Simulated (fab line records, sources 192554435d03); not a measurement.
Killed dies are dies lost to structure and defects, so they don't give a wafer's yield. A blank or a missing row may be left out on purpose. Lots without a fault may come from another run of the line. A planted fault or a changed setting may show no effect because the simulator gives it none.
fab line records | flow n5_finfet
record lots=24 wafers=72 last_day=18
route steps=1938 shown BEOL_M9@1440 BEOL_M10@1502
lots that met no fault: from a run of the same line without faults
start_h: hours from the record's first day to the start of the lot's first wafer shown | wait_h: hours since the lot's step before | " the same as in the row above | L1.1+2: a row that stands for several wafers | - no value, or no start given | * or withheld: withheld | < > ~ a bound
route shown NAME@n: a module of which the file shows steps, and the number in the route of the first | usual: mean/standard deviation of fault-free wafers | same: alike in all rows | chamber/n: place in a boat | sites: the reading at each site | _std_site: their standard deviation | _edge_site: outer sites' mean less inner sites' | radius_mm: how far each site lies from the wafer's centre | mask NAME#n: copy n | behind: the tool/chamber that last shaped the wafer | hold: why the lot was held/for how many hours/how that ended | device: the transistor (n, p or np) that didn't switch | end of line: the same wafers' tests at the end of the route | a step without rows: its recipe alone | killed: dies lost to structure and defects at the first sort, not the wafer's yield | map: a wafer's dies, x killed, . not, _ none there
set.NAME: the setting as run; set.NAME@STEP: as run at that earlier step | model.NAME: the simulator's own value behind a step, which no gauge read
steps of the route over a sample of lots; a table a step, a row a wafer
services: from which hour (start_h, from the record's first day; less than 0 if before it) a tool's chamber was out of use, for how many hours, and why
## steps
# step N5_BEOL_M9_ETCH_66
# recipe chemistry=N2/H2 target=SOC target_depth_a=800 overetch_a=160 mask_material=SiARC temp_c=40 time_s=120 ion_energy_ev=200 pressure_mtorr=30 source_w=840 bias_w=150 n2_flow_sccm=200 h2_flow_sccm=200
# usual drypump_motor_current_A=5.9/0.5 oes_product_au=0.56/0.057 rf_vpp_V=524.7/2.4 showerhead_plenum_p_Torr=2.58/0.082 throttle_valve_pct=17.94/0.26
# same time_s=120
# columns lot.wafer tool chamber start_h wait_h drypump_motor_current_A oes_product_au rf_hours_counter_h rf_vpp_V showerhead_plenum_p_Torr throttle_valve_pct
L074.1 rie_diel-03 3 201.89 0.0 5.9 0.52 230 526.4 2.64 18.53
L074.2 " 2 " " 5.6 0.59 115 523.1 2.57 18.14
L074.5 " 1 " " 6.4 0.52 - 526.1 2.64 18.19
L075.3 rie_diel-06 3 207.93 0.0 5.2 0.56 211 521.6 2.40 17.74
L075.4 " 1 " " 5.7 0.53 211 524.9 2.61 17.61
L075.5 " 1 " " 5.7 0.53 - 526.3 2.61 17.60
L076.1 rie_diel-03 0 217.12 0.0 5.9 0.54 200 526.4 2.64 18.05
L076.2 " 2 " " 5.6 0.59 120 523.8 2.57 18.14
L076.3 " 1 " " 6.5 0.51 243 526.5 2.64 18.18
L077.3 rie_diel-06 0 218.72 0.0 5.8 0.54 208 526.1 2.62 17.79
L077.4 " 2 " " 6.7 0.59 144 521.6 2.45 17.92
L077.5 " 3 " " 5.2 0.56 - 520.3 2.40 17.75
L078.1 rie_diel-03 0 237.21 0.0 5.9 0.54 205 525.8 2.64 18.05
L078.3 " 1 " " 6.4 0.51 248 526.3 2.63 18.22
L078.4 " 2 " " 5.6 0.59 125 524.5 2.57 18.15
L079.2 rie_diel-05 1 237.69 0.0 5.1 0.54 205 526.1 2.65 18.19
L079.3 " 3 " " 6.0 0.51 239 523.0 2.51 18.08
L079.4 " 2 " " 6.3 0.56 218 526.4 2.64 17.92
L080.2 rie_diel-06 2 250.31 0.0 6.7 0.57 154 521.6 2.44 17.93
L080.3 " 0 " " 5.7 0.53 219 526.7 2.62 17.78
L080.4 " 1 " " 5.7 0.52 225 525.3 2.61 17.64
L081.1 rie_diel-06 2 256.60 0.0 6.8 0.58 157 520.2 2.44 17.93
L081.3 " 0 " " 5.7 0.54 222 526.0 2.62 17.79
L081.6 " 2 " " 6.7 0.58 - 519.3 2.44 17.95
L082.1 rie_diel-03 1 260.30 0.0 6.5 0.51 251 525.5 2.63 18.22
L082.3 " 0 " " 5.9 0.54 208 527.7 2.64 18.05
L082.4 " 3 " " 5.9 0.51 - 525.5 2.64 18.54
L083.2 rie_diel-05 2 267.16 0.0 6.3 0.55 228 526.0 2.63 17.94
L083.3 " 3 " " 6.1 0.51 249 523.0 2.51 18.09
L083.6 " 1 " " 5.1 0.53 - 525.9 2.64 18.22
L084.3 rie_diel-05 1 273.95 0.0 5.1 0.53 217 526.0 2.64 18.21
L084.5 " 1 " " 5.1 0.53 - 525.5 2.64 18.20
L084.6 " 0 " " 5.3 0.56 - 526.3 2.63 17.54
L085.1 rie_diel-06 3 274.11 0.0 5.2 0.55 235 518.9 2.39 17.78
L085.2 " 1 " " 5.7 0.51 232 526.4 2.60 17.64
L085.6 " 3 " " 5.2 0.55 - 519.0 2.39 17.79
L086.3 rie_diel-03 2 292.72 0.0 5.6 0.58 134 523.7 2.56 18.16
L086.4 " 0 " " 5.9 0.53 - 526.0 2.64 18.09
L086.5 " 1 " " 6.4 0.51 - 524.7 2.63 18.22
L088.1 rie_diel-03 1 302.70 0.0 6.4 0.51 263 526.0 2.63 18.23
L088.2 " 0 " " 5.9 0.53 223 526.9 2.63 18.10
L088.5 " 2 " " 5.7 0.58 - 524.2 2.56 18.18
L087.3 rie_diel-05 3 305.25 0.0 6.0 0.72 6 522.9 2.50 17.63
L087.4 " 1 " " 5.1 0.53 221 527.1 2.64 18.21
L087.5 " 2 " " 6.4 0.54 - 525.9 2.63 17.96
L090.4 rie_diel-06 3 312.38 0.0 5.2 0.54 247 520.3 2.39 17.82
L090.5 " 0 " " 5.7 0.52 - 526.0 2.61 17.81
L090.6 " 1 " " 5.7 0.51 - 525.2 2.60 17.67
L089.2 rie_diel-06 3 315.64 0.0 5.2 0.54 248 519.6 2.39 17.82
L089.5 " 0 " " 5.7 0.52 - 528.2 2.61 17.83
L089.6 " 1 " " 5.7 0.51 - 525.4 2.60 17.65
L092.1 rie_diel-05 1 327.87 0.0 5.1 0.52 227 525.7 2.64 18.23
L092.2 " 2 " " 6.4 0.54 246 526.5 2.62 17.97
L092.5 " 2 " " 6.3 0.54 - 526.1 2.62 17.97
L091.1 rie_diel-06 0 328.00 0.0 5.7 0.51 244 527.1 2.61 17.83
L091.3 " 2 " " 6.7 0.57 178 520.7 2.43 17.98
L091.6 " 2 " " 6.7 0.56 - 521.9 2.43 17.97
L095.4 rie_diel-06 0 331.52 0.1 5.7 0.51 - 527.8 2.61 17.83
L095.5 " 0 " " 5.7 0.52 - 525.9 2.61 17.85
L095.6 " 2 " " 6.7 0.56 - 519.9 2.43 17.98
L094.2 rie_diel-05 0 331.81 0.0 5.3 0.54 200 525.4 2.62 17.60
L094.3 " 2 " " 6.4 0.54 248 525.3 2.62 17.96
L094.4 " 1 " " 5.1 0.52 229 525.7 2.64 18.23
L093.1 rie_diel-03 2 342.48 0.0 5.7 0.56 152 524.1 2.56 18.19
L093.4 " 1 " " 6.4 0.72 5 526.5 2.63 17.81
L093.5 " 0 " " 5.9 0.53 - 524.4 2.63 18.11
L096.1 rie_diel-06 1 357.63 0.0 5.7 0.74 0 527.9 2.59 17.22
L096.3 " 3 " " 5.1 0.72 7 527.6 2.70 17.22
L096.5 " 3 " " 5.1 0.73 - 528.6 2.70 17.23
L097.2 rie_diel-03 0 369.61 0.0 5.9 0.52 247 525.9 2.62 18.12
L097.4 " 3 " " 5.9 0.70 22 525.9 2.62 18.17
L097.5 " 0 " " 5.9 0.51 - 526.7 2.62 18.12
# step N5_BEOL_M9_ANNEAL_51
# recipe temp_c=225 time_s=90 ambient=N2
# usual wafer_temp_C_max=226.5/0.48
# same time_s=90
# columns lot.wafer tool chamber start_h wait_h wafer_temp_C_max
L074.1 rtp_anneal-01 0 206.08 0.1 225.9
L074.2 " 0 " " 226.0
L074.5 " 0 " " 226.7
L075.3 rtp_anneal-01 0 211.50 0.2 226.4
L075.4 " 0 " " 226.0
L075.5 " 0 " " 226.3
L076.1 rtp_anneal-01 0 220.14 1.0 226.3
L076.2 " 0 " " 226.1
L076.3 " 0 " " 225.9
L077.3 rtp_anneal-01 0 221.13 0.1 226.3
L077.4 " 0 " " 226.4
L077.5 " 0 " " 226.7
L078.1 rtp_anneal-02 0 240.99 0.1 226.4
L078.3 " 0 " " 226.9
L078.4 " 0 " " 226.3
L079.2 rtp_anneal-01 0 241.71 0.1 226.5
L079.3 " 0 " " 226.3
L079.4 " 0 " " 226.3
L080.2 rtp_anneal-01 0 253.07 0.1 226.2
L080.3 " 0 " " 225.8
L080.4 " 0 " " 226.2
L081.1 rtp_anneal-01 0 259.74 0.2 226.2
L081.3 " 0 " " 225.9
L081.6 " 0 " " 225.8
L082.1 rtp_anneal-01 0 262.91 0.1 226.3
L082.3 " 0 " " 225.9
L082.4 " 0 " " 226.3
L083.2 rtp_anneal-02 0 269.10 0.2 226.9
L083.3 " 0 " " 226.6
L083.6 " 0 " " 227.0
L084.3 rtp_anneal-02 0 275.74 0.1 227.0
L084.5 " 0 " " 226.9
L084.6 " 0 " " 226.3
L085.1 rtp_anneal-01 0 275.80 0.1 226.2
L085.2 " 0 " " 226.2
L085.6 " 0 " " 225.9
L086.3 rtp_anneal-01 0 294.95 0.1 226.1
L086.4 " 0 " " 225.6
L086.5 " 0 " " 225.8
L088.1 rtp_anneal-02 0 306.53 2.0 226.5
L088.2 " 0 " " 227.2
L088.5 " 0 " " 227.1
L087.3 rtp_anneal-01 0 309.55 2.4 226.3
L087.4 " 0 " " 226.3
L087.5 " 0 " " 226.2
L090.4 rtp_anneal-02 0 314.93 0.8 227.2
L090.5 " 0 " " 226.6
L090.6 " 0 " " 226.8
L089.2 rtp_anneal-01 0 318.80 0.1 225.6
L089.5 " 0 " " 225.8
L089.6 " 0 " " 225.8
L092.1 rtp_anneal-02 0 329.93 0.1 226.6
L092.2 " 0 " " 226.7
L092.5 " 0 " " 226.5
L091.1 rtp_anneal-02 0 330.20 0.3 227.1
L091.3 " 0 " " 227.3
L091.6 " 0 " " 227.0
L095.4 rtp_anneal-02 0 335.10 0.2 227.3
L095.5 " 0 " " 226.8
L095.6 " 0 " " 227.5
L094.2 rtp_anneal-02 0 335.74 0.1 227.2
L094.3 " 0 " " 227.2
L094.4 " 0 " " 226.6
L093.1 rtp_anneal-02 0 344.79 0.1 226.6
L093.4 " 0 " " 226.6
L093.5 " 0 " " 226.7
L096.1 rtp_anneal-02 0 360.85 0.2 227.3
L096.3 " 0 " " 227.3
L096.5 " 0 " " 226.8
L097.2 rtp_anneal-02 0 371.96 0.3 226.6
L097.4 " 0 " " 227.0
L097.5 " 0 " " 227.4
# step N5_BEOL_M9_INSPECT_58
# recipe inspect_instrument=darkfield mode=post_dep
# usual raw_defect_count=73/22
# columns lot.wafer tool chamber start_h wait_h raw_defect_count
L074.1 defect_inspect-02 - 206.87 0.0 47
L074.2 " - " " 82
L074.5 " - " " 96
L075.3 defect_inspect-01 - 212.44 0.0 99
L075.4 " - " " 97
L075.5 " - " " 83
L076.1 defect_inspect-02 - 220.90 0.0 53
L076.2 " - " " 65
L076.3 " - " " 44
L077.3 defect_inspect-02 - 221.79 0.0 87
L077.4 " - " " 61
L077.5 " - " " 50
L078.1 defect_inspect-02 - 241.75 0.0 32
L078.3 " - " " 75
L078.4 " - " " 59
L079.2 defect_inspect-02 - 242.42 0.0 82
L079.3 " - " " 46
L079.4 " - " " 89
L080.2 defect_inspect-02 - 253.81 0.0 59
L080.3 " - " " 41
L080.4 " - " " 67
L081.1 defect_inspect-02 - 260.49 0.0 75
L081.3 " - " " 68
L081.6 " - " " 70
L082.1 defect_inspect-02 - 263.66 0.0 94
L082.3 " - " " 79
L082.4 " - " " 123
L083.2 defect_inspect-02 - 269.81 0.0 69
L083.3 " - " " 80
L083.6 " - " " 28
L084.3 defect_inspect-02 - 276.58 0.0 67
L084.5 " - " " 67
L084.6 " - " " 87
L085.1 defect_inspect-02 - 276.62 0.0 50
L085.2 " - " " 76
L085.6 " - " " 45
L086.3 defect_inspect-02 - 295.61 0.0 81
L086.4 " - " " 51
L086.5 " - " " 79
L088.1 defect_inspect-02 - 307.29 0.0 80
L088.2 " - " " 82
L088.5 " - " " 56
L087.3 defect_inspect-02 - 310.22 0.0 60
L087.4 " - " " 118
L087.5 " - " " 75
L090.4 defect_inspect-02 - 315.55 0.0 154
L090.5 " - " " 79
L090.6 " - " " 92
L089.2 defect_inspect-01 - 319.52 0.0 76
L089.5 " - " " 67
L089.6 " - " " 103
L092.1 defect_inspect-02 - 330.69 0.0 97
L092.2 " - " " 43
L092.5 " - " " 86
L091.1 defect_inspect-02 - 330.96 0.0 98
L091.3 " - " " 103
L091.6 " - " " 98
L095.4 defect_inspect-02 - 335.76 0.0 70
L095.5 " - " " 57
L095.6 " - " " 62
L094.2 defect_inspect-01 - 336.46 0.0 55
L094.3 " - " " 51
L094.4 " - " " 63
L093.1 defect_inspect-01 - 345.54 0.0 77
L093.4 " - " " 56
L093.5 " - " " 51
L096.1 defect_inspect-02 - 361.61 0.0 76
L096.3 " - " " 62
L096.5 " - " " 121
L097.2 defect_inspect-01 - 372.67 0.0 68
L097.4 " - " " 45
L097.5 " - " " 91
# step N5_BEOL_M10_CD_MEAS_28
# recipe target_cd_nm=70 landing_energy_ev=500 detector=se_inlens polarity=opening
# usual cd_nm=70.0/1.1
# columns lot.wafer tool chamber start_h wait_h cd_nm
L074.1 cd_sem-01 0 210.78 - 69.8
L074.2 " 0 " " 68.2
L074.5 " 0 " " 68.5
L075.3 cd_sem-03 0 216.42 - 70.7
L075.4 " 0 " " 70.6
L075.5 " 0 " " 69.7
L076.1 cd_sem-02 0 225.35 - 69.8
L076.2 " 0 " " 68.6
L076.3 " 0 " " 69.7
L077.3 cd_sem-03 0 229.16 - 71.6
L077.4 " 0 " " 69.4
L077.5 " 0 " " 69.3
L078.1 cd_sem-01 0 245.86 - 71.0
L078.3 " 0 " " 69.1
L078.4 " 0 " " 70.7
L079.2 cd_sem-02 0 246.03 - 70.0
L079.3 " 0 " " 68.8
L079.4 " 0 " " 69.2
L080.2 cd_sem-02 0 257.97 - 70.9
L080.3 " 0 " " 70.9
L080.4 " 0 " " 70.5
L081.1 cd_sem-01 0 267.12 - 71.0
L081.3 " 0 " " 72.0
L081.6 " 0 " " 69.3
L082.1 cd_sem-02 0 270.88 - 70.3
L082.3 " 0 " " 70.2
L082.4 " 0 " " 69.6
L083.2 cd_sem-02 0 273.66 - 69.9
L083.3 " 0 " " 70.6
L083.6 " 0 " " 72.4
L084.3 cd_sem-01 0 283.43 - 70.2
L084.5 " 0 " " 69.5
L084.6 " 0 " " 68.4
L085.1 cd_sem-01 0 284.04 - 70.9
L085.2 " 0 " " 70.0
L085.6 " 0 " " 70.1
L086.3 cd_sem-01 0 302.60 - 69.8
L086.4 " 0 " " 68.5
L086.5 " 0 " " 68.1
L088.1 cd_sem-02 0 310.80 - 68.8
L088.2 " 0 " " 69.1
L088.5 " 0 " " 71.3
L087.3 cd_sem-02 0 313.58 - 70.0
L087.4 " 0 " " 72.1
L087.5 " 0 " " 71.3
L090.4 cd_sem-02 0 319.88 - 70.2
L090.5 " 0 " " 68.4
L090.6 " 0 " " 69.3
L089.2 cd_sem-01 0 322.52 - 71.9
L089.5 " 0 " " 71.4
L089.6 " 0 " " 70.4
L091.1 cd_sem-02 0 334.11 - 70.4
L091.3 " 0 " " 70.0
L091.6 " 0 " " 70.3
L092.1 cd_sem-03 0 334.27 - 70.4
L092.2 " 0 " " 71.9
L092.5 " 0 " " 69.5
L094.2 cd_sem-01 0 342.44 - 68.3
L094.3 " 0 " " 71.7
L094.4 " 0 " " 70.6
L095.4 cd_sem-03 0 342.61 - 68.0
L095.5 " 0 " " 70.8
L095.6 " 0 " " 69.6
L093.1 cd_sem-01 0 349.04 - 68.7
L093.4 " 0 " " 71.1
L093.5 " 0 " " 69.5
L096.1 cd_sem-02 0 366.88 - 70.4
L096.3 " 0 " " 70.7
L096.5 " 0 " " 71.1
L097.2 cd_sem-01 0 379.17 - 68.1
L097.4 " 0 " " 69.6
L097.5 " 0 " " 69.0
# step N5_BEOL_M10_CD_MEAS_35
# recipe target_cd_nm=70 polarity=opening
# usual cd_nm=70.0/0.9
# columns lot.wafer tool chamber start_h wait_h cd_nm
L074.1 cd_sem-02 - 211.51 0.0 70.1
L074.2 " - " " 69.9
L074.5 " - " " 70.2
L075.3 cd_sem-03 - 217.56 0.0 68.9
L075.4 " - " " 69.3
L075.5 " - " " 68.5
L076.1 cd_sem-01 - 226.20 0.0 68.7
L076.2 " - " " 70.1
L076.3 " - " " 69.0
L077.3 cd_sem-02 - 229.99 0.0 70.2
L077.4 " - " " 71.9
L077.5 " - " " 71.3
L078.1 cd_sem-02 - 246.76 0.0 71.1
L078.3 " - " " 70.8
L078.4 " - " " 69.8
L079.2 cd_sem-02 - 247.55 0.0 67.8
L079.3 " - " " 71.2
L079.4 " - " " 69.3
L080.2 cd_sem-01 - 258.71 0.0 70.7
L080.3 " - " " 69.1
L080.4 " - " " 68.9
L081.1 cd_sem-01 - 268.50 0.0 71.1
L081.3 " - " " 70.3
L081.6 " - " " 68.7
L082.1 cd_sem-03 - 273.06 0.0 70.7
L082.3 " - " " 69.5
L082.4 " - " " 70.8
L083.2 cd_sem-03 - 276.11 0.0 69.1
L083.3 " - " " 68.8
L083.6 " - " " 69.6
L084.3 cd_sem-03 - 284.42 0.0 69.6
L084.5 " - " " 70.3
L084.6 " - " " 69.7
L085.1 cd_sem-02 - 284.94 0.0 68.7
L085.2 " - " " 69.6
L085.6 " - " " 68.8
L086.3 cd_sem-03 - 303.76 0.0 71.0
L086.4 " - " " 70.6
L086.5 " - " " 70.7
L088.1 cd_sem-01 - 311.54 0.0 70.1
L088.2 " - " " 71.1
L088.5 " - " " 71.6
L087.3 cd_sem-02 - 314.35 0.0 70.3
L087.4 " - " " 70.1
L087.5 " - " " 70.8
L090.4 cd_sem-01 - 320.64 0.0 70.6
L090.5 " - " " 70.0
L090.6 " - " " 70.3
L089.2 cd_sem-02 - 323.26 0.0 70.1
L089.5 " - " " 69.5
L089.6 " - " " 70.3
L091.1 cd_sem-01 - 335.13 0.0 70.8
L091.3 " - " " 70.9
L091.6 " - " " 69.3
L092.1 cd_sem-03 - 335.55 0.0 69.9
L092.2 " - " " 71.3
L092.5 " - " " 68.5
L094.2 cd_sem-02 - 343.18 0.0 70.2
L094.3 " - " " 70.7
L094.4 " - " " 71.0
L095.4 cd_sem-03 - 343.35 0.0 70.6
L095.5 " - " " 72.7
L095.6 " - " " 69.6
L093.1 cd_sem-02 - 349.79 0.0 70.5
L093.4 " - " " 70.6
L093.5 " - " " 70.3
L096.1 cd_sem-01 - 368.13 0.0 68.5
L096.3 " - " " 70.4
L096.5 " - " " 69.4
L097.2 cd_sem-02 - 379.91 0.0 70.2
L097.4 " - " " 69.7
L097.5 " - " " 69.2
# step N5_BEOL_M10_CURE_72
# recipe temp_c=370 time_s=120 ambient=DMADMS/He material=SiCOH_lowk
# usual lamp_power_pct=52.31/0.056 wafer_temp_C_max=371.7/0.54
# same time_s=120
# columns lot.wafer tool chamber start_h wait_h lamp_power_pct wafer_temp_C_max
L074.1 uv_cure-02 0 211.56 0.0 52.28 372.3
L074.2 " 0 " " 52.40 372.4
L074.5 " 0 " " 52.20 372.1
L075.3 uv_cure-03 1 217.70 0.1 52.33 372.1
L075.4 " 1 " " 52.26 372.3
L075.5 " 1 " " 52.28 372.5
L076.1 uv_cure-02 2 226.24 0.0 52.30 371.3
L076.2 " 2 " " 52.36 371.1
L076.3 " 2 " " 52.44 371.3
L077.3 uv_cure-03 2 230.13 0.1 52.25 371.9
L077.4 " 2 " " 52.30 371.6
L077.5 " 2 " " 52.28 371.4
L078.1 uv_cure-01 2 247.32 0.6 52.44 370.9
L078.3 " 2 " " 52.31 371.8
L078.4 " 2 " " 52.36 371.2
L079.2 uv_cure-03 2 247.64 0.1 52.37 371.7
L079.3 " 2 " " 52.25 371.3
L079.4 " 2 " " 52.31 371.3
L080.2 uv_cure-01 0 258.80 0.1 52.28 371.6
L080.3 " 0 " " 52.31 371.8
L080.4 " 0 " " 52.25 371.4
L081.1 uv_cure-02 0 268.54 0.0 52.23 372.6
L081.3 " 0 " " 52.24 372.1
L081.6 " 0 " " 52.28 371.7
L082.1 uv_cure-02 2 273.10 0.0 52.34 371.7
L082.3 " 2 " " 52.30 371.3
L082.4 " 2 " " 52.24 372.0
L083.2 uv_cure-03 2 276.20 0.1 52.35 371.3
L083.3 " 2 " " 52.33 371.9
L083.6 " 2 " " 52.26 372.1
L084.3 uv_cure-02 1 284.55 0.1 52.36 370.8
L084.5 " 1 " " 52.36 370.6
L084.6 " 1 " " 52.30 370.4
L085.1 uv_cure-01 2 284.98 0.0 52.22 371.3
L085.2 " 2 " " 52.33 370.9
L085.6 " 2 " " 52.35 371.9
L086.3 uv_cure-01 1 303.90 0.1 52.30 371.5
L086.4 " 1 " " 52.35 372.0
L086.5 " 1 " " 52.16 371.7
L088.1 uv_cure-01 2 311.58 0.0 52.36 371.3
L088.2 " 2 " " 52.30 371.9
L088.5 " 2 " " 52.35 371.8
L087.3 uv_cure-03 0 314.49 0.1 52.28 371.9
L087.4 " 0 " " 52.39 372.3
L087.5 " 0 " " 52.44 372.1
L090.4 uv_cure-01 0 320.98 0.3 52.30 371.3
L090.5 " 0 " " 52.36 372.1
L090.6 " 0 " " 52.41 371.6
L089.2 uv_cure-03 1 323.35 0.1 52.32 371.7
L089.5 " 1 " " 52.39 372.8
L089.6 " 1 " " 52.30 372.6
L091.1 uv_cure-02 0 335.17 0.0 52.25 372.2
L091.3 " 0 " " 52.27 372.0
L091.6 " 0 " " 52.28 372.6
L092.1 uv_cure-03 1 335.59 0.0 52.35 372.1
L092.2 " 1 " " 52.31 371.8
L092.5 " 1 " " 52.40 372.3
L094.2 uv_cure-03 0 343.27 0.1 52.32 371.8
L094.3 " 0 " " 52.42 373.1
L094.4 " 0 " " 52.29 372.8
L095.4 uv_cure-01 1 343.53 0.2 52.38 371.6
L095.5 " 1 " " 52.34 371.5
L095.6 " 1 " " 52.30 371.9
L093.1 uv_cure-03 0 349.83 0.0 52.36 372.0
L093.4 " 0 " " 52.29 372.3
L093.5 " 0 " " 52.32 372.2
L096.1 uv_cure-02 1 368.60 0.5 52.30 370.8
L096.3 " 1 " " 52.38 371.0
L096.5 " 1 " " 52.28 370.7
L097.2 uv_cure-01 2 380.05 0.1 52.34 371.0
L097.4 " 2 " " 52.31 371.5
L097.5 " 2 " " 52.31 371.0
## services
# columns tool chamber start_h hours kind
rie_diel-06 - 182.23 2.8 pm
uv_cure-01 - 191.83 2.1 pm
uv_cure-01 - 212.21 2.8 pm
uv_cure-02 - 241.48 7.5 pm
rie_diel-03 - 242.73 14.6 pm
uv_cure-02 - 249.03 6.0 pm
uv_cure-02 - 259.06 7.5 pm
rie_diel-05 1 282.09 17.6 repair
rie_diel-05 2 299.70 4.2 repair
rie_diel-05 - 302.74 1.0 repair
uv_cure-02 - 302.98 2.1 pm
rtp_anneal-01 - 304.99 3.9 pm
rie_diel-06 3 323.07 - clean
rie_diel-06 3 323.07 - consumable_replace:focus_ring
rie_diel-06 3 323.07 - consumable_replace:showerhead
rie_diel-06 3 323.07 16.6 scheduled_down
rie_diel-06 1 329.32 4.8 repair
rtp_anneal-01 - 338.61 1.1 pm
uv_cure-02 - 339.66 1.2 repair
rie_diel-05 2 346.06 7.8 repair
rie_diel-03 3 352.59 6.3 repair
uv_cure-03 - 362.75 7.5 pm
uv_cure-01 - 366.41 3.4 pm
uv_cure-03 - 372.42 1.9 repair
## key
fault none
